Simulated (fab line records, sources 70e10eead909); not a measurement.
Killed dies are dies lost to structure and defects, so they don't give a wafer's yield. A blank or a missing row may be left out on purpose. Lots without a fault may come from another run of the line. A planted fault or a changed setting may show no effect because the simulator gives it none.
Which tool did it? | flow nand_harc | 12 lots, 36 wafers sampled, at 5 steps of a route of 1302

WHAT THE GAUGES READ, wafer by wafer
NHARC_END_SORT_01.
lot  | measured     | on        | killed_at_array | killed_at_other | killed_at_periphery | killed_dies | killed_open | killed_short
L533 | day 24 06:23 | prober-02 | 94 83 85        | 1 1 0           | 5 1 8               | 100 85 93   | 3 5 3       | 2 2 3
L535 | day 24 20:31 | prober-02 | 79 83 76        | 0 0 0           | 1 4 5               | 80 87 81    | 4 2 3       | 1 2 4
L540 | day 26 06:37 | prober-01 | 61 55 66        | 0 1 0           | 5 2 2               | 66 58 68    | 6 2 2       | 3 1 5
L546 | day 29 16:13 | prober-02 | 29 18 26        | 1 0 0           | 3 1 1               | 33 19 27    | 5 1 3       | 4 2 0
L547 | day 30 08:54 | prober-02 | 58 74 70        | 1 1 0           | 3 2 2               | 62 77 72    | 0 4 5       | 1 3 1
L548 | day 31 02:07 | prober-02 | 32 42 33        | 0 1 1           | 3 6 3               | 35 49 37    | 2 5 4       | 2 3 1
L549 | day 30 18:16 | prober-02 | 66 72 62        | 0 0 0           | 2 5 5               | 68 77 67    | 2 6 5       | 6 4 3
L552 | day 33 05:52 | prober-01 | 50 64 54        | 1 2 1           | 4 4 1               | 55 70 56    | 2 6 3       | 4 1 2
L554 | day 32 21:17 | prober-01 | 46 42 49        | 2 0 0           | 3 10 6              | 51 52 55    | 1 2 3       | 5 2 2
L553 | day 33 01:43 | prober-02 | 49 43 44        | 1 0 0           | 8 4 9               | 58 47 53    | 8 2 5       | 1 1 1
L555 | day 33 12:03 | prober-02 | 35 25 39        | 0 0 0           | 8 3 4               | 43 28 43    | 3 0 2       | 2 1 2
L556 | day 34 22:08 | prober-01 | 45 44 53        | 0 0 2           | 2 1 3               | 47 45 58    | 2 6 3       | 2 1 4

WHICH TOOL RAN EACH LOT (tool, then ch and the chambers of the sampled wafers, then the start)
lot  | NHARC_A_STAIRCASE_DESCUM_312       | NHARC_A_STAIRCASE_HM_OPEN_463                 | NHARC_A_STAIRCASE_ALD_415        | NHARC_A_STAIRCASE_DEP_325
L533 | rie_diel-08 ch 2,3, day 16 22:25   | rie_diel-08 ch 0,3, day 17 00:38 or earlier   | ald_hk-02 ch 0,3, day 17 00:38   | pecvd-01 ch 0,1,2, day 18 11:19
L535 | rie_diel-01 ch 2,3, day 17 10:28   | rie_diel-01 ch 1,2, day 17 13:06 or earlier   | ald_hk-01 ch 0,2,3, day 17 13:06 | pecvd-03 ch 0,2, day 18 21:23
L540 | rie_diel-08 ch 0,2,3, day 19 03:31 | rie_diel-08 ch 1,2,3, day 19 05:50 or earlier | ald_hk-03 ch 0,2,3, day 19 05:50 | pecvd-03 ch 0,2, day 20 08:39
L546 | rie_diel-01 ch 1,2,3, day 22 06:13 | rie_diel-01 ch 0,1,2, day 22 08:43 or earlier | ald_hk-01 ch 0,2,3, day 22 08:43 | pecvd-03 ch 1,2, day 23 11:00
L547 | rie_diel-08 ch 2,3, day 23 04:29   | rie_diel-08 ch 0,1,2, day 23 06:29 or earlier | ald_hk-03 ch 0,3, day 23 06:29   | pecvd-02 ch 1,2, day 24 11:39
L548 | rie_diel-10 ch 0,2,3, day 23 06:46 | rie_diel-10 ch 1,2,3, day 23 08:50 or earlier | ald_hk-03 ch 2,3, day 23 08:50   | pecvd-03 ch 0,1,2, day 24 11:27
L549 | rie_diel-10 ch 1,2,3, day 23 15:40 | rie_diel-10 ch 0,1,2, day 23 18:00 or earlier | ald_hk-03 ch 1,2,3, day 23 18:00 | pecvd-03 ch 1,2, day 24 20:55
L552 | rie_diel-10 ch 0,1,2, day 25 04:39 | rie_diel-10 ch 0,1,2, day 25 07:32 or earlier | ald_hk-03 ch 2,3, day 25 07:32   | pecvd-01 ch 0,2, day 26 14:25
L554 | rie_diel-08 ch 0,1, day 25 04:39   | rie_diel-08 ch 0,2, day 25 09:47 or earlier   | ald_hk-01 ch 0,1, day 25 09:47   | pecvd-03 ch 0,1,2, day 26 14:25
L553 | rie_diel-10 ch 0,1,3, day 25 06:42 | rie_diel-10 ch 0,2,3, day 25 08:49 or earlier | ald_hk-02 ch 1,2,3, day 25 08:49 | pecvd-02 ch 0,1, day 26 14:28
L555 | rie_diel-08 ch 0,1,2, day 25 23:18 | rie_diel-08 ch 0,1,2, day 26 01:31 or earlier | ald_hk-01 ch 0,1,2, day 26 01:31 | pecvd-01 ch 0,1,2, day 27 07:58
L556 | rie_diel-01 ch 0,1,3, day 27 02:40 | rie_diel-01 ch 0,2,3, day 27 05:08 or earlier | ald_hk-01 ch 0,1,2, day 27 05:08 | pecvd-03 ch 0,1,2, day 28 08:33
- NHARC_A_STAIRCASE_DESCUM_312: chemistry O2, time 3 s.
- NHARC_A_STAIRCASE_HM_OPEN_463: chemistry O2/COS.
- NHARC_A_STAIRCASE_ALD_415: deposits SiO2, target thk 30 nm, pulse time 6 s, ald cycles 300.
- NHARC_A_STAIRCASE_DEP_325: deposits SiO2, target thk 7200 nm.

WHAT THE TOOLS THEMSELVES READ (means of the sampled wafers that have a number; where no wafer has one, the mark that the record gives instead)
NHARC_A_STAIRCASE_DESCUM_312.
lot  | tool        | drypump_motor_current_A (A) | oes_product_au (a.u.) | rf_vpp_V (V) | showerhead_plenum_p_Torr (Torr) | throttle_valve_pct (%)
L533 | rie_diel-08 | 5.89                        | 1.006                 | 57.2         | 1.85                            | 11.303
L535 | rie_diel-01 | 5.97                        | 0.994                 | 57.4         | 1.83                            | 11.298
L540 | rie_diel-08 | 5.85                        | 1.000                 | 57.4         | 1.81                            | 11.314
L546 | rie_diel-01 | 5.96                        | 1.008                 | 57.4         | 1.84                            | 11.303
L547 | rie_diel-08 | 5.89                        | 1.002                 | 57.0         | 1.83                            | 11.309
L548 | rie_diel-10 | 5.67                        | 1.004                 | 57.9         | 1.90                            | 11.307
L549 | rie_diel-10 | 5.60                        | 0.999                 | 57.8         | 1.96                            | 11.308
L552 | rie_diel-10 | 5.55                        | 1.008                 | 57.7         | 1.94                            | 11.324
L554 | rie_diel-08 | 5.67                        | 1.009                 | 58.1         | 2.06                            | 11.312
L553 | rie_diel-10 | 5.81                        | 1.002                 | 58.2         | 1.94                            | 11.314
L555 | rie_diel-08 | 5.69                        | 0.997                 | 57.8         | 1.97                            | 11.303
L556 | rie_diel-01 | 5.70                        | 0.992                 | 57.5         | 1.84                            | 11.309

NHARC_A_STAIRCASE_HM_OPEN_463.
lot  | tool        | bias_w (W) | drypump_motor_current_A (A) | oes_product_au (a.u.) | rf_vpp_V (V) | showerhead_plenum_p_Torr (Torr) | throttle_valve_pct (%)
L533 | rie_diel-08 | 300.5      | 5.82                        | 0.998                 | 464          | 2.96                            | 28.335
L535 | rie_diel-01 | 299.7      | 6.11                        | 0.996                 | 465          | 3.02                            | 28.331
L540 | rie_diel-08 | 299.5      | 5.75                        | 1.017                 | 467          | 3.11                            | 28.333
L546 | rie_diel-01 | 300.3      | 5.90                        | 0.998                 | 465          | 3.02                            | 28.334
L547 | rie_diel-08 | 299.8      | 5.69                        | 1.002                 | 465          | 3.05                            | 28.342
L548 | rie_diel-10 | 299.8      | 5.60                        | 1.006                 | 469          | 3.20                            | 28.329
L549 | rie_diel-10 | 300.6      | 5.56                        | 1.005                 | 467          | 3.18                            | 28.331
L552 | rie_diel-10 | 300.5      | 5.54                        | 1.001                 | 469          | 3.17                            | 28.328
L554 | rie_diel-08 | 300.8      | 5.81                        | 0.994                 | 466          | 3.08                            | 28.334
L553 | rie_diel-10 | 300.4      | 5.68                        | 1.002                 | 466          | 3.09                            | 28.326
L555 | rie_diel-08 | 299.9      | 5.69                        | 0.992                 | 469          | 3.20                            | 28.338
L556 | rie_diel-01 | 301.1      | 5.76                        | 0.996                 | 464          | 2.98                            | 28.333

NHARC_A_STAIRCASE_ALD_415.
lot  | tool      | heater_power_w (W) | precursor_pulse_height_rel
L533 | ald_hk-02 | 415                | 1.014
L535 | ald_hk-01 | 486                | 1.018
L540 | ald_hk-03 | 552                | 1.021
L546 | ald_hk-01 | 480                | 0.999
L547 | ald_hk-03 | 508                | 0.993
L548 | ald_hk-03 | 603                | 1.007
L549 | ald_hk-03 | 522                | 0.999
L552 | ald_hk-03 | 590                | 0.989
L554 | ald_hk-01 | 407                | 1.008
L553 | ald_hk-02 | 477                | 0.979
L555 | ald_hk-01 | 440                | 1.009
L556 | ald_hk-01 | 439                | 1.000

NHARC_A_STAIRCASE_DEP_325.
lot  | tool     | heater_power_w (W) | rf_fwd_power_W (W)
L533 | pecvd-01 | 608                | 500.1
L535 | pecvd-03 | 702                | 499.0
L540 | pecvd-03 | 653                | 567.3
L546 | pecvd-03 | 619                | 499.6
L547 | pecvd-02 | 628                | 499.7
L548 | pecvd-03 | 637                | 499.7
L549 | pecvd-03 | 618                | 498.3
L552 | pecvd-01 | 687                | 500.9
L554 | pecvd-03 | 682                | 499.0
L553 | pecvd-02 | 610                | 498.9
L555 | pecvd-01 | 747                | 499.3
L556 | pecvd-03 | 716                | 499.6

THE ANSWER, worked out from the rows above alone
Rule: what is usual is taken from the lots themselves. Put in order of their means at a reading, lots are off if they are a third of the lots or fewer, leave a main group of 4 or more, and stand apart from it by a gap of 3 or more times the standard deviation of the main group's means; of several such gaps the widest counts. A main group whose means are all the same, to the digits that the tables above print for the reading, isn't used. A lot without any number at a reading at which 4 lots or more have one is off too. The other lots that the step has rows for count as sound. The gauges are gone through in route order, then the tools' own readings, and for those a lot's mean is taken as printed above. The first step at which some lot is off is used, and at that step the reading that is off furthest; a lot without a number counts as furthest.
Off: L540, at NHARC_A_STAIRCASE_DEP_325 (rf_fwd_power_W). The main group: mean 499.5 W, standard deviation 0.66.
A tool fits if, at that step or a process step before it, it ran every lot that is off, and no sound lot after the first of them. NHARC_A_STAIRCASE_HM_OPEN_463 gives no start for some lots, so the hours and the order of its lots are those of NHARC_A_STAIRCASE_ALD_415. None of those tried fits.

WHAT THE SIMULATOR HAD PUT IN
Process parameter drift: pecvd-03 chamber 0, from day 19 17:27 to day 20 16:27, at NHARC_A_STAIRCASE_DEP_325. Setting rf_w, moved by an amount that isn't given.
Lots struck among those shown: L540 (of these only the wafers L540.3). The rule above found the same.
